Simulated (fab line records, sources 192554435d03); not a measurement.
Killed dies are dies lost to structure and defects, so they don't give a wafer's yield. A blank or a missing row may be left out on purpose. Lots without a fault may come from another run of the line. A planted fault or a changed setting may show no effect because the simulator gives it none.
Split-lot experiment | flow n5_finfet | 7 lots, 39 wafers read, on a route of 1938 steps

THE SPLIT
At N5_MOL_CONTACT_COAG_VIA_ETCH_117 (etches SiO2 in C4F6/O2, target depth 40 nm, overetch 8 nm, time 26 s), the setting target_depth_a was moved away from the recipe's 400 angstrom on 9 of the 39 wafers read, by +28.2% to +53.6%. The other wafers ran this setting at the recipe's value.

FROM THE SPLIT TO THE READING: what the file shows between them, 1 step
- N5_MOL_CONTACT_COAG_ETCH_124: etches SiNx in CH3F/O2, stops on SiOC, target depth 6.5 nm

THE READING
SOC_of_MOL_CONTACT_COAG_COAT_62.thk_nm (the simulator's own value, which no gauge read), in nm, at N5_MOL_CONTACT_COAG_ETCH_48 (etches SiOC in C4F6/O2, target depth 15 nm, overetch 4.5 nm, time 17 s). The file gives no usual value for it. The 30 wafers here that ran the recipe average 45.9 nm, standard deviation 0.29 nm.

wafer  | tool, chamber at the split | target_depth_a as run, angstrom | against the recipe | SOC_of_MOL_CONTACT_COAG_COAT_62.thk_nm, nm | against lot-mates on the recipe
L079.1 | rie_diel-06, 0             | 400                             | recipe             | 45.2                                       | -
L079.2 | rie_diel-06, 1             | 577.3                           | +44.3%             | 43.4                                       | -2.2
L079.3 | rie_diel-06, 3             | 577.3                           | +44.3%             | 43.6                                       | -2.0
L079.4 | rie_diel-06, 2,1           | 400                             | recipe             | 45.8                                       | -
L079.6 | rie_diel-06, 2,1           | 400                             | recipe             | 45.8                                       | -
L079.5 | rie_diel-06, 0             | 577.3                           | +44.3%             | 43.2                                       | -2.4
L081.1 | rie_diel-05, 3,2,0         | 400                             | recipe             | 46.2                                       | -
L081.3 | rie_diel-05, 3,2,0         | 400                             | recipe             | 46.2                                       | -
L081.6 | rie_diel-05, 3,2,0         | 400                             | recipe             | 46.2                                       | -
L080.1 | rie_diel-05, 0,2,0         | 614.3                           | +53.6%             | 43.2                                       | -2.4
L080.6 | rie_diel-05, 0,2,0         | 614.3                           | +53.6%             | 43.2                                       | -2.4
L080.2 | rie_diel-05, 0,2,0         | 614.3                           | +53.6%             | 43                                         | -2.6
L080.3 | rie_diel-05, 3,1           | 400                             | recipe             | 45.6                                       | -
L080.4 | rie_diel-05, 3,1           | 400                             | recipe             | 45.6                                       | -
L080.5 | rie_diel-05, 1             | 400                             | recipe             | 45.6                                       | -
L085.1 | rie_diel-01, 3             | 400                             | recipe             | 46                                         | -
L085.5 | rie_diel-01, 1,2,3         | 400                             | recipe             | 46                                         | -
L085.2 | rie_diel-01, 1,2,3         | 400                             | recipe             | 45.8                                       | -
L085.6 | rie_diel-01, 1,2,3         | 400                             | recipe             | 45.8                                       | -
L085.3 | rie_diel-01, 2,0           | 400                             | recipe             | 46.4                                       | -
L085.4 | rie_diel-01, 2,0           | 400                             | recipe             | 46.4                                       | -
L092.1 | rie_diel-06, 0,3           | 400                             | recipe             | 45.6                                       | -
L092.4 | rie_diel-06, 0,3           | 400                             | recipe             | 45.6                                       | -
L092.2 | rie_diel-06, 2,1           | 400                             | recipe             | 46                                         | -
L092.3 | rie_diel-06, 2,1           | 400                             | recipe             | 45.8                                       | -
L092.5 | rie_diel-06, 1             | 400                             | recipe             | 46.2                                       | -
L092.6 | rie_diel-06, 0             | 400                             | recipe             | 45.4                                       | -
L093.1 | rie_diel-05, 2             | 513                             | +28.2%             | 44.6                                       | -1.5
L093.3 | rie_diel-05, 3             | 513                             | +28.2%             | 44.6                                       | -1.5
L093.6 | rie_diel-05, 2             | 513                             | +28.2%             | 44.6                                       | -1.5
L093.2 | rie_diel-05, 1             | 400                             | recipe             | 46                                         | -
L093.5 | rie_diel-05, 1             | 400                             | recipe             | 46                                         | -
L093.4 | rie_diel-05, 3             | 400                             | recipe             | 46.2                                       | -
L095.1 | rie_diel-01, 0             | 400                             | recipe             | 46.2                                       | -
L095.2 | rie_diel-01, 1             | 400                             | recipe             | 45.8                                       | -
L095.5 | rie_diel-01, 2,3,2,1       | 400                             | recipe             | 45.8                                       | -
L095.3 | rie_diel-01, 2,3,2,1       | 400                             | recipe             | 45.6                                       | -
L095.4 | rie_diel-01, 2,3,2,1       | 400                             | recipe             | 45.6                                       | -
L095.6 | rie_diel-01, 2,3,2,1       | 400                             | recipe             | 45.6                                       | -
Where a row lists several chambers, the file gives one row for several wafers and doesn't say which wafer went through which chamber.

THE FIT
A straight line over all 39 wafers: SOC_of_MOL_CONTACT_COAG_COAT_62.thk_nm changes by -0.0519 nm for each +1% of target_depth_a; r = -0.96; the points scatter about the line by 0.28 nm.
The same after taking each lot's own level away (the mean of its wafers on the recipe; 39 wafers): -0.048 nm for each +1%; r = -0.98; scatter 0.2 nm.
On that fit, the largest move of target_depth_a shifts the reading by 2.6 nm.
The lots' own levels span 45.60 to 46.20 nm, that is 2.0 times the standard deviation above.
So the lot-to-lot level changes the slope little: the two slopes agree.
Check: with one of the wafers moved furthest among these (+53.6%) left out of the fit, the line predicts -2.61 nm for it against its lot-mates. It came out at -2.4 nm against them.

OTHER SPLITS ON THESE WAFERS
These wafers also went through other splits before the reading. Each is held against what the fit with the lots' levels taken away leaves over:
other split on the same wafers       | wafers away from the commonest value | r with SOC_of_MOL_CONTACT_COAG_COAT_62.thk_nm (lot level and that fit taken away)
N5_FIN_SAQP_ALD_61 ald_cycles        | 15                                   | +0.08
N5_MOL_CONTACT_COAG_DESCUM_45 time_s | 15                                   | +0.03

THE WHOLE CHAIN: every reading that the file lists as answering this split, in the file's order
step                             | what it does                                                           | reading                                                                                 | change (the file's fit)                | r (the file's)
N5_MOL_CONTACT_COAG_VIA_ETCH_117 | etches SiO2 in C4F6/O2, target depth 40 nm, overetch 8 nm, time 26 s   | SOC_of_MOL_CONTACT_COAG_COAT_62.thk_nm (the simulator's own value, which no gauge read) | -0.0473 nm for each +1% of the setting | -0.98
N5_MOL_CONTACT_COAG_ETCH_124     | etches SiNx in CH3F/O2, stops on SiOC, target depth 6.5 nm             | SOC_of_MOL_CONTACT_COAG_COAT_62.thk_nm (the simulator's own value, which no gauge read) | -0.0487 nm for each +1% of the setting | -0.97
N5_MOL_CONTACT_COAG_ETCH_124     | etches SiNx in CH3F/O2, stops on SiOC, target depth 6.5 nm             | etch.depth_nm (the simulator's own value, which no gauge read)                          | -0.0264 nm for each +1% of the setting | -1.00
N5_MOL_CONTACT_COAG_ETCH_48      | etches SiOC in C4F6/O2, target depth 15 nm, overetch 4.5 nm, time 17 s | SOC_of_MOL_CONTACT_COAG_COAT_62.thk_nm (the simulator's own value, which no gauge read) | -0.0481 nm for each +1% of the setting | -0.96

THE FILE'S OWN FIT
SOC_of_MOL_CONTACT_COAG_COAT_62.thk_nm changes by -0.0481 nm for each +1% of target_depth_a, r = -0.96.
